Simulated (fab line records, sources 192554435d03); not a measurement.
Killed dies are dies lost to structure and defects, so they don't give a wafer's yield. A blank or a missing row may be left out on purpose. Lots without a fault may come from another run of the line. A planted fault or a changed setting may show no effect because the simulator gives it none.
Which tool did it? | flow n5_finfet | 9 lots, 27 wafers sampled, at 5 steps of a route of 1938

WHAT THE GAUGES READ, wafer by wafer
N5_BEOL_M4_RC_MEAS_101. Usual: DIBL_N 36.4 mV/V, standard deviation 2.7; DIBL_P 36 mV/V, standard deviation 3.2; IOFF_N 0.16 nA/um, standard deviation 0.046; IOFF_P 0.21 nA/um, standard deviation 0.055; ION_N 677 uA/um, standard deviation 15; ION_P 464 uA/um, standard deviation 11; SS_N 71.5 mV/dec, standard deviation 0.79; SS_P 73.3 mV/dec, standard deviation 0.93; VT_N 250 mV, standard deviation 4.1; VT_P -251 mV, standard deviation 4.4.
lot  | measured     | on        | DIBL_N (mV/V)  | DIBL_P (mV/V) | IOFF_N (nA/um) | IOFF_P (nA/um) | ION_N (uA/um) | ION_P (uA/um) | SS_N (mV/dec)  | SS_P (mV/dec)  | VT_N (mV)   | VT_P (mV)      | flag
L191 | day 10 00:55 | prober-02 | 32.8 35.5 34.9 | 32 35 34      | 0.11 0.15 0.14 | 0.14 0.19 0.16 | 648 673 696   | 457 457 462   | 70.1 70.9 72.1 | 72.0 72.6 73.0 | 253 249 250 | -255 -253 -255 |
L197 | day 11 11:20 | prober-01 | 36.4 35.7 35.9 | 37 35 37      | 0.17 0.15 0.18 | 0.26 0.22 0.26 | 683 678 695   | 470 470 484   | 71.5 71.1 71.2 | 73.6 72.9 72.8 | 248 249 246 | -245 -248 -249 |
L205 | day 13 05:12 | prober-02 | 36.9 37.6 37.0 | 38 37 36      | 0.17 0.17 0.17 | 0.24 0.24 0.22 | 689 675 676   | 475 466 454   | 71.3 72.1 71.6 | 74.3 74.6 74.0 | 247 249 248 | -247 -248 -247 |
L206 | day 13 10:51 | prober-01 | 36.5 32.8 35.4 | 35 31 34      | 0.14 0.10 0.13 | 0.19 0.14 0.17 | 663 659 670   | 462 453 461   | 70.9 70.5 71.1 | 72.6 72.4 72.0 | 250 256 252 | -251 -256 -255 |
L207 | day 14 04:37 | prober-02 | 36.8 37.1 37.0 | 37 38 38      | 0.19 0.20 0.17 | 0.23 0.23 0.23 | 697 694 673   | 475 466 466   | 71.2 71.2 71.6 | 72.9 73.8 74.1 | 246 246 247 | -248 -253 -251 |
L209 | day 14 07:26 | prober-01 | 28.6 32.5 32.1 | 29 32 33      | 0.06 0.11 0.11 | 0.09 0.12 0.13 | 633 658 677   | 435 440 462   | 70.3 71.0 70.6 | 70.7 71.9 71.7 | 264 256 253 | -265 -259 -259 |

WHICH TOOL RAN EACH LOT (tool, then ch and the chambers of the sampled wafers, then the start)
lot  | N5_GATE_CUT_STRIP_21                 | N5_MOL_CONTACT_COAG_STRIP_98       | N5_MOL_CONTACT_COAG_ALD_20          | N5_MOL_CONTACT_COAG_ANNEAL_113
L191 | plasma_asher-02 ch 0, day 6 03:37    | rie_diel-01 ch 1,2,3, day 6 08:09  | ald_metal-01 ch 2,3, day 6 08:47    | rtp_anneal-01 ch 0, day 6 10:47
L197 | plasma_asher-02 ch 0,1, day 7 08:44  | rie_diel-01 ch 0,1,3, day 7 12:25  | ald_metal-01 ch 1,2,3, day 7 13:13  | rtp_anneal-02 ch 0, day 7 15:45
L202 | plasma_asher-02 ch 0,1, day 8 11:13  | rie_diel-01 ch 0,3, day 8 14:46    | ald_metal-03 ch 2,3, day 8 15:35    | rtp_anneal-02 ch 0, day 8 18:05
L203 | plasma_asher-02 ch 0,1, day 8 18:13  | rie_diel-01 ch 0,2,3, day 8 21:55  | ald_metal-02 ch 0,1, day 8 22:34    | rtp_anneal-01 ch 0, day 9 01:19
L204 | plasma_asher-01 ch 0,1, day 9 00:39  | rie_diel-04 ch 2,3, day 9 04:14    | ald_metal-01 ch 0,2,3, day 9 05:19  | rtp_anneal-02 ch 0, day 9 08:53
L205 | plasma_asher-01 ch 0,1, day 9 08:19  | rie_diel-04 ch 2,3, day 9 12:04    | ald_metal-01 ch 0,1,3, day 9 12:58  | rtp_anneal-01 ch 0, day 9 15:35
L206 | plasma_asher-02 ch 0,1, day 9 13:42  | rie_diel-04 ch 2,3, day 9 17:08    | ald_metal-02 ch 0,1,3, day 9 17:59  | rtp_anneal-02 ch 0, day 9 20:58
L207 | plasma_asher-02 ch 0,1, day 10 00:13 | rie_diel-01 ch 0,1,2, day 10 03:58 | ald_metal-02 ch 1,2,3, day 10 04:37 | rtp_anneal-01 ch 0, day 10 08:00
L209 | plasma_asher-01 ch 0,1, day 10 05:50 | rie_diel-04 ch 0,2,3, day 10 09:16 | ald_metal-01 ch 0,1,2, day 10 10:25 | rtp_anneal-02 ch 0, day 10 12:11
- N5_GATE_CUT_STRIP_21: strips in N2/H2, time 30 s.
- N5_MOL_CONTACT_COAG_STRIP_98: strips in N2/H2.
- N5_MOL_CONTACT_COAG_ALD_20: deposits TiN, target thk 1.5 nm, pulse time 1 s, purge time 3 s.
- N5_MOL_CONTACT_COAG_ANNEAL_113: time 300 s.

WHAT THE TOOLS THEMSELVES READ (means of the sampled wafers that have a number; where no wafer has one, the mark that the record gives instead)
N5_GATE_CUT_STRIP_21. Usual: drypump_motor_current_A 5.4 A, standard deviation 0.36; h2_flow_sccm 3248 sccm, standard deviation 9.7; heater_power_w 334 W, standard deviation 40.
lot  | tool            | drypump_motor_current_A (A) | h2_flow_sccm (sccm) | heater_power_w (W) | flag
L191 | plasma_asher-02 | 5.8                         | 3239                | 305                |
L197 | plasma_asher-02 | 5.2                         | 3249                | 301                |
L202 | plasma_asher-02 | 5.5                         | 3250                | 299                |
L203 | plasma_asher-02 | 5.2                         | 3259                | 303                |
L204 | plasma_asher-01 | 5.5                         | 3257                | 374                |
L205 | plasma_asher-01 | 5.5                         | 3247                | 365                |
L206 | plasma_asher-02 | 5.2                         | 3244                | 298                |
L207 | plasma_asher-02 | 5.5                         | 3250                | 300                |
L209 | plasma_asher-01 | 5.5                         | 3255                | 371                |

N5_MOL_CONTACT_COAG_STRIP_98. Usual: bias_power_w 7.999 W, standard deviation 0.021; chamber_pressure_mTorr 49.99 mTorr, standard deviation 0.088; drypump_motor_current_A 5.6 A, standard deviation 0.42; oes_product_au 0.80 a.u., standard deviation 0.084; power_w 499.7 W, standard deviation 1.5; rf_vpp_V 54.4 V, standard deviation 1.5; showerhead_plenum_p_Torr 3.36 Torr, standard deviation 0.11; throttle_valve_pct 18.9 %, standard deviation 0.48.
lot  | tool        | bias_power_w (W) | chamber_pressure_mTorr (mTorr) | drypump_motor_current_A (A) | oes_product_au (a.u.) | power_w (W) | rf_vpp_V (V) | showerhead_plenum_p_Torr (Torr) | throttle_valve_pct (%) | flag
L191 | rie_diel-01 | 8.011            | 49.99                          | 5.7                         | 0.78                  | 499.5       | 53.6         | 3.31                            | 19.2                   |
L197 | rie_diel-01 | 7.996            | 49.98                          | 5.6                         | 0.75                  | 500.4       | 54.5         | 3.39                            | 19.4                   |
L202 | rie_diel-01 | -                | -                              | -                           | -                     | -           | -            | -                               | -                      | OFF
L203 | rie_diel-01 | -                | -                              | -                           | -                     | -           | -            | -                               | -                      | OFF
L204 | rie_diel-04 | -                | -                              | -                           | -                     | -           | -            | -                               | -                      | OFF
L205 | rie_diel-04 | 8.003            | 50.04                          | 5.4                         | 0.78                  | 501.0       | 54.9         | 3.28                            | 18.8                   |
L206 | rie_diel-04 | 8.013            | 49.95                          | 5.5                         | 0.78                  | 502.3       | 54.6         | 3.28                            | 18.8                   |
L207 | rie_diel-01 | 7.996            | 50.01                          | 5.4                         | 0.78                  | 499.3       | 53.6         | 3.36                            | 18.9                   |
L209 | rie_diel-04 | 7.996            | 50.04                          | 5.7                         | 0.76                  | 501.0       | 52.9         | 3.27                            | 18.7                   |

N5_MOL_CONTACT_COAG_ALD_20. Usual: heater_power_w 892 W, standard deviation 95; precursor_pulse_height_rel 0.998, standard deviation 0.022; susceptor_temp_C 400.01 C, standard deviation 0.25.
lot  | tool         | heater_power_w (W) | precursor_pulse_height_rel | susceptor_temp_C (C) | flag
L191 | ald_metal-01 | 942                | 1.029                      | 399.93               |
L197 | ald_metal-01 | 937                | 1.016                      | 400.03               |
L202 | ald_metal-03 | 876                | 0.988                      | 399.75               |
L203 | ald_metal-02 | 766                | 1.013                      | 400.35               |
L204 | ald_metal-01 | 977                | 0.989                      | 400.10               |
L205 | ald_metal-01 | 956                | 0.996                      | 400.01               |
L206 | ald_metal-02 | 831                | 0.988                      | 400.39               |
L207 | ald_metal-02 | 781                | 1.002                      | 400.10               |
L209 | ald_metal-01 | 904                | 0.991                      | 399.94               |

N5_MOL_CONTACT_COAG_ANNEAL_113. Usual: anneal_temp_c_max 401.7, standard deviation 0.79; lamp_power_pct 3.246 %, standard deviation 0.0031; lamp_zone_2_pct 3.245 %, standard deviation 0.0032; wafer_temp_C_max 401.3, standard deviation 0.35.
lot  | tool          | anneal_temp_c_max | lamp_power_pct (%) | lamp_zone_2_pct (%) | wafer_temp_C_max | flag
L191 | rtp_anneal-01 | 402.4             | 3.248              | 3.243               | 401.1            |
L197 | rtp_anneal-02 | 401.1             | 3.243              | 3.245               | 401.5            |
L202 | rtp_anneal-02 | 401.0             | 3.246              | 3.244               | 401.6            |
L203 | rtp_anneal-01 | 402.8             | 3.245              | 3.245               | 401.4            |
L204 | rtp_anneal-02 | 401.1             | 3.246              | 3.248               | 401.2            |
L205 | rtp_anneal-01 | 402.5             | 3.248              | 3.245               | 401.1            |
L206 | rtp_anneal-02 | 401.5             | 3.246              | 3.245               | 401.8            |
L207 | rtp_anneal-01 | 402.1             | 3.248              | 3.247               | 401.2            |
L209 | rtp_anneal-02 | 400.9             | 3.246              | 3.249               | 401.3            |

THE ANSWER, worked out from the rows above alone
Rule: a lot is off if the mean of its wafers that have a number lies more than 3 standard deviations from the usual mean. A lot without any number at a reading at which 4 lots or more have one is off too. The other lots that the step has rows for count as sound. The gauges are gone through in route order, then the tools' own readings, and for those a lot's mean is taken as printed above. The first step at which some lot is off is used, and at that step the reading that is off furthest; a lot without a number counts as furthest.
Off: L202, L203, L204, at N5_MOL_CONTACT_COAG_STRIP_98 (bias_power_w). Without a number there: L202, L203, L204.
A tool fits if, at that step or a process step before it, it ran every lot that is off, and no sound lot after the first of them. None of those tried fits.

WHAT THE SIMULATOR HAD PUT IN
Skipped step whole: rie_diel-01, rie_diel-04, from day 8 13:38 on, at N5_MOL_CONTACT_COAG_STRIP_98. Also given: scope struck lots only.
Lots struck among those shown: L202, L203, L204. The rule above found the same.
